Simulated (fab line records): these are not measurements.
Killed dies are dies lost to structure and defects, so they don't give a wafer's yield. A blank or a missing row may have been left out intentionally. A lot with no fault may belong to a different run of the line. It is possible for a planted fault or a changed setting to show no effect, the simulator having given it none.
A lot that was struck, set against a sound lot	flow n5Finfet	26 steps out of a route of 1938
Sound: these wafers, L295.2, L295.3, L295.5. Struck: wafers L310.2, L310.3. The cause comes at the end.
For every step that has rows: the tool of each side, followed by ch and its chambers, followed by its first start. Under that, the readings that differ: sound wafers	struck wafers	difference of the means	sigmas: that difference in standard deviations of wafers without a fault.
alike: readings whose means differ by less than 2 such deviations, and words and numbers that are the same on both sides. not compared: withheld readings, readings that some wafer has no value for, bounds like >300 that may hide the same value, and numbers for which the record gives no deviation and whose values overlap.
Wherever a step has rows on one side only, a row that says differs or no value, or a row with sigmas, the two part there. When numbers do not overlap yet have no deviation, they are printed without sigmas and do not part them. Lack of a reading on every wafer of one side parts them only where that side has two or more wafers.

N5_BEOL_M12_OVL_MEAS_11:
  sound on overlay-01 ch 0, day 10 17:25; struck on overlay-02 ch 0, day 14 15:49
  alike: V11_OVL
N5_BEOL_M12_INSPECT_12: inspects for defects (macro).
  sound on defectInspect-01, day 10 17:26; struck on defectInspect-02, day 14 15:50
  alike: rawDefectCount
then, 1 step without rows for these wafers: N5_BEOL_M12_DESCUM_15 (chemistry O2, time 7.9 s).
N5_BEOL_M12_ETCH_59: etches BARC in N2/H2, target depth 89 nm, overetch 26.7 nm, time 67.9 s.
  sound on rieDiel-04 ch 0,2,3, day 10 17:30; struck on rieDiel-04 ch 0,1, day 14 15:55
  alike: drypumpMotorCurrentA, h2FlowSccm, oesProductAu, rfVppV, showerheadPlenumPTorr, throttleValvePct
  not compared: rfHoursCounterH
then, 1 step without rows for these wafers: N5_BEOL_M12_VIA_ETCH_16 (etches SiOC in C4F8/O2/Ar, target depth 724.8 nm).
N5_BEOL_M12_STRIP_63: strips in N2/H2.
  sound on plasmaAsher-01 ch 0,1, day 10 17:45; struck on plasmaAsher-01 ch 0,1, day 14 16:10
  alike: drypumpMotorCurrentA, h2FlowSccm, heaterPowerW, oesProductAu, stripTimeToEndpointS
  not compared: rfHoursCounterH
N5_BEOL_M12_STRIP_64: strips in N2/H2.
  sound on plasmaAsher-01 ch 0,1, day 10 17:49; struck on plasmaAsher-01 ch 0,1, day 14 16:13
  alike: drypumpMotorCurrentA, h2FlowSccm, heaterPowerW, oesProductAu, stripTimeToEndpointS
  not compared: rfHoursCounterH
then, 2 steps without rows for these wafers: N5_BEOL_M12_STRIP_71 (strips in post etch residue remover, time 60 s); N5_BEOL_M12_SRD_72 (time 30 s, dry time 30 s).
N5_BEOL_M12_CD_MEAS_17: the cd target is 140 nm.
  sound on cdSem-02, day 10 17:58; struck on cdSem-01, day 14 16:22
reading	sound	struck	difference	sigmas
cdNm (nm)	144.8 142.8 142.9	136.0 137.9	-6.6	-3
then, 2 steps without rows for these wafers: N5_BEOL_M12_COAT_65 (time 60 s, resist thk 300 nm); N5_BEOL_M12_COAT_66 (time 60 s, resist thk 110 nm).
N5_BEOL_M12_COAT_22: resist thk 300 nm.
  sound on lithoTrack-05 ch 0, day 10 18:00; struck on lithoTrack-05 ch 0, day 14 16:25
reading	sound	struck	difference	sigmas
spinSpeedRpm (rpm)	2888.6 2887.3 2886.0	2534.0 2535.9	-352.4	-99 or more
model.coat_of_BEOL_M12_COAT_22.thkNm (nm)	299.4 300 299.4	318.8 319.2	+19.4	
  alike: chillPlateTempC
then, 6 steps without rows for these wafers: N5_BEOL_M12_EBR_24; N5_BEOL_M12_SOFTBAKE_23 (time 60 s); N5_BEOL_M12_EXPOSE_25 (exposes mask M12); N5_BEOL_M12_PEB_26 (peb time 90 s); N5_BEOL_M12_DEVELOP_27 (develop time 45 s); N5_BEOL_M12_HARDBAKE_32 (time 120 s).
N5_BEOL_M12_CD_MEAS_28: the cd target is 160.2 nm.
  sound on cdSem-02 ch 0, day 10 18:25; struck on cdSem-01 ch 0, day 14 16:49
  alike: cdNm
N5_BEOL_M12_OVL_MEAS_29:
  sound on overlay-02 ch 0, day 10 18:26; struck on overlay-02 ch 0, day 14 16:51
  alike: M12_OVL
N5_BEOL_M12_INSPECT_30: inspects for defects (macro).
  sound on defectInspect-02, day 10 18:28; struck on defectInspect-01, day 14 16:52
  alike: rawDefectCount
N5_BEOL_M12_DESCUM_33: chemistry O2, time 7.9 s.
  sound on rieDiel-05 ch 0,1, day 10 18:30; struck on rieDiel-04 ch 0, day 14 17:19
  alike: drypumpMotorCurrentA, oesProductAu, rfVppV, showerheadPlenumPTorr, throttleValvePct
  not compared: rfHoursCounterH
N5_BEOL_M12_ETCH_67: etches SiARC in CF4, target depth 143 nm, time 238.3 s.
  sound on rieDiel-05 ch 0,1, day 10 18:32; struck on rieDiel-04 ch 0, day 14 17:22
reading	sound	struck	difference	sigmas
model.coat_of_BEOL_M12_COAT_22.thkNm (nm)	211.2 211.6 211	230.4 230.8	+19.3	
  alike: drypumpMotorCurrentA, etchRfOnTimeS, oesProductAu, rfVppV, showerheadPlenumPTorr, throttleValvePct
  not compared: rfHoursCounterH
N5_BEOL_M12_ETCH_68: etches SOC in N2/H2, time 285 s.
  sound on rieDiel-05 ch 0,1, day 10 18:41; struck on rieDiel-04 ch 0, day 14 17:35
  alike: drypumpMotorCurrentA, h2FlowSccm, oesProductAu, rfVppV, showerheadPlenumPTorr, throttleValvePct
  not compared: rfHoursCounterH
then, 1 step without rows for these wafers: N5_PASSIVATION_PROBE_49.

## WHERE THEY PART
First at N5_BEOL_M12_CD_MEAS_17; last, within this record, at N5_BEOL_M12_COAT_22. Later steps at which nothing parts them and some readings are alike: N5_BEOL_M12_CD_MEAS_28, N5_BEOL_M12_OVL_MEAS_29, N5_BEOL_M12_INSPECT_30, N5_BEOL_M12_DESCUM_33, N5_BEOL_M12_ETCH_67, N5_BEOL_M12_ETCH_68.

WHY: the cause the simulator had injected
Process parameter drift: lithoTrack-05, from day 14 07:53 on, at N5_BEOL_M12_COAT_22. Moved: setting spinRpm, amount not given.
